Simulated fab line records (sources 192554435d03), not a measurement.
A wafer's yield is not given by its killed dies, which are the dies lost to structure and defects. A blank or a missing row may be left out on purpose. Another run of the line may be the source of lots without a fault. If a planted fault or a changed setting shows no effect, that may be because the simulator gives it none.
Lot-split experiment + flow n5Finfet + 39 wafers read across 7 lots, on a route 1938 steps long

== ABOUT THE SPLIT ==
At N5_SDB_ALD_29 (deposits SiNx, target thk 30 nm, pulse time 1 s, ald cycles 600), the setting aldCycles was moved away from the recipe's 600 on 18 of the 39 wafers read, by +18.5% to +53.8%. All remaining wafers had this setting at the recipe value.

The split's own step is where the reading is taken.

== THE READING ==
SiNx_of_SDB_ALD_29.thkNm (the simulator's own value, which no gauge read), in nm, at N5_SDB_ALD_29 (deposits SiNx, target thk 30 nm, pulse time 1 s, ald cycles 600). The file gives no usual value for it. Average 30.0 nm, standard deviation 0.13 nm, over the 21 wafers here run with the recipe.

| wafer  | tool, chamber at the split | aldCycles as run | against the recipe | SiNx_of_SDB_ALD_29.thkNm, nm | against lot-mates on the recipe |
|--------|----------------------------|------------------|--------------------|------------------------------|---------------------------------|
| L078.1 | aldSin-04, 2,3             | 600              | recipe             | 29.8                         | -                               |
| L078.5 | aldSin-04, 2,3             | 600              | recipe             | 29.8                         | -                               |
| L078.2 | aldSin-04, 0,3             | 711              | +18.5%             | 35.4                         | +5.5                            |
| L078.3 | aldSin-04, 0,3             | 711              | +18.5%             | 35.4                         | +5.5                            |
| L078.4 | aldSin-04, 1               | 711              | +18.5%             | 35.6                         | +5.7                            |
| L078.6 | aldSin-04, 0               | 600              | recipe             | 30                           | -                               |
| L084.1 | aldSin-01, 3,0             | 600              | recipe             | 30                           | -                               |
| L084.3 | aldSin-01, 3,0             | 600              | recipe             | 30                           | -                               |
| L084.2 | aldSin-01, 2,3             | 910              | +51.7%             | 45.6                         | +15.5                           |
| L084.5 | aldSin-01, 2,3             | 910              | +51.7%             | 45.6                         | +15.5                           |
| L084.4 | aldSin-01, 1               | 910              | +51.7%             | 45.4                         | +15.3                           |
| L084.6 | aldSin-01, 0               | 600              | recipe             | 30.2                         | -                               |
| L086.1 | aldSin-01, 1               | 600              | recipe             | 29.8                         | -                               |
| L086.2 | aldSin-01, 2,3,1           | 816              | +36.0%             | 40.8                         | +10.9                           |
| L086.3 | aldSin-01, 2,3,1           | 816              | +36.0%             | 40.8                         | +10.9                           |
| L086.5 | aldSin-01, 2,3,1           | 816              | +36.0%             | 40.8                         | +10.9                           |
| L086.4 | aldSin-01, 0,2             | 600              | recipe             | 30                           | -                               |
| L086.6 | aldSin-01, 0,2             | 600              | recipe             | 30                           | -                               |
| L089.1 | aldSin-03, 3               | 600              | recipe             | 30.2                         | -                               |
| L089.2 | aldSin-03, 2,0,2           | 923              | +53.8%             | 46                           | +16.1                           |
| L089.3 | aldSin-03, 2,0,2           | 923              | +53.8%             | 46                           | +16.1                           |
| L089.6 | aldSin-03, 2,0,2           | 923              | +53.8%             | 46                           | +16.1                           |
| L089.4 | aldSin-03, 1               | 600              | recipe             | 29.8                         | -                               |
| L089.5 | aldSin-03, 1               | 600              | recipe             | 29.8                         | -                               |
| L095.1 | aldSin-01, 3               | 734              | +22.3%             | 36.6                         | +6.6                            |
| L095.2 | aldSin-01, 1,3             | 734              | +22.3%             | 36.8                         | +6.8                            |
| L095.6 | aldSin-01, 1,3             | 734              | +22.3%             | 36.8                         | +6.8                            |
| L095.3 | aldSin-01, 0,2,2           | 600              | recipe             | 30                           | -                               |
| L095.4 | aldSin-01, 0,2,2           | 600              | recipe             | 30                           | -                               |
| L095.5 | aldSin-01, 0,2,2           | 600              | recipe             | 30                           | -                               |
| L096.1 | aldSin-03, 0,3,2           | 748              | +24.7%             | 37.4                         | +7.3                            |
| L096.2 | aldSin-03, 0,3,2           | 748              | +24.7%             | 37.4                         | +7.3                            |
| L096.3 | aldSin-03, 0,3,2           | 748              | +24.7%             | 37.4                         | +7.3                            |
| L096.4 | aldSin-03, 1               | 600              | recipe             | 30                           | -                               |
| L096.5 | aldSin-03, 0,3             | 600              | recipe             | 30.2                         | -                               |
| L096.6 | aldSin-03, 0,3             | 600              | recipe             | 30.2                         | -                               |
| L097.2 | aldSin-01, 1,2,0           | 600              | recipe             | 30                           | -                               |
| L097.3 | aldSin-01, 1,2,0           | 600              | recipe             | 30                           | -                               |
| L097.5 | aldSin-01, 1,2,0           | 600              | recipe             | 30                           | -                               |
If several chambers appear in one row, that row covers several wafers at once and the file leaves open which wafer was in which chamber.

FIT RESULTS
A straight line over all 39 wafers: SiNx_of_SDB_ALD_29.thkNm changes by +0.299 nm for each +1% of aldCycles; r = +1.00; the points scatter about the line by 0.12 nm.
The same after taking each lot's own level away (the mean of its wafers on the recipe; 39 wafers): +0.299 nm for each +1%; r = +1.00; scatter 0.1 nm.
According to that fit, moving aldCycles by its largest amount changes the reading by 16 nm.
Across the lots, their own levels run from 29.87 to 30.13 nm, a range of 2.0 times the standard deviation given above.
The two slopes agree, so the slope changes little with the lot-to-lot level.
Check: with one of the wafers moved furthest among these (+53.8%) left out of the fit, the line predicts +16.1 nm for it against its lot-mates. It came out at +16.1 nm against them.

== THESE WAFERS: OTHER SPLITS ==
Other splits were also applied to these wafers ahead of the reading. Each is held against what the fit with the lots' levels taken away leaves over:
| other split on the same wafers             | wafers away from the commonest value | r with SiNx_of_SDB_ALD_29.thkNm (lot level and that fit taken away) |
|--------------------------------------------|--------------------------------------|---------------------------------------------------------------------|
| N5_STI_FIN_REVEAL_ETCHBACK_08 targetDepthA | 15                                   | +0.16                                                               |
| N5_DUMMY_GATE_CVD_03 targetThkA            | 18                                   | +0.13                                                               |

== THE FILE'S OWN FIT ==
SiNx_of_SDB_ALD_29.thkNm changes by +0.299 nm for each +1% of aldCycles, r = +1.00.
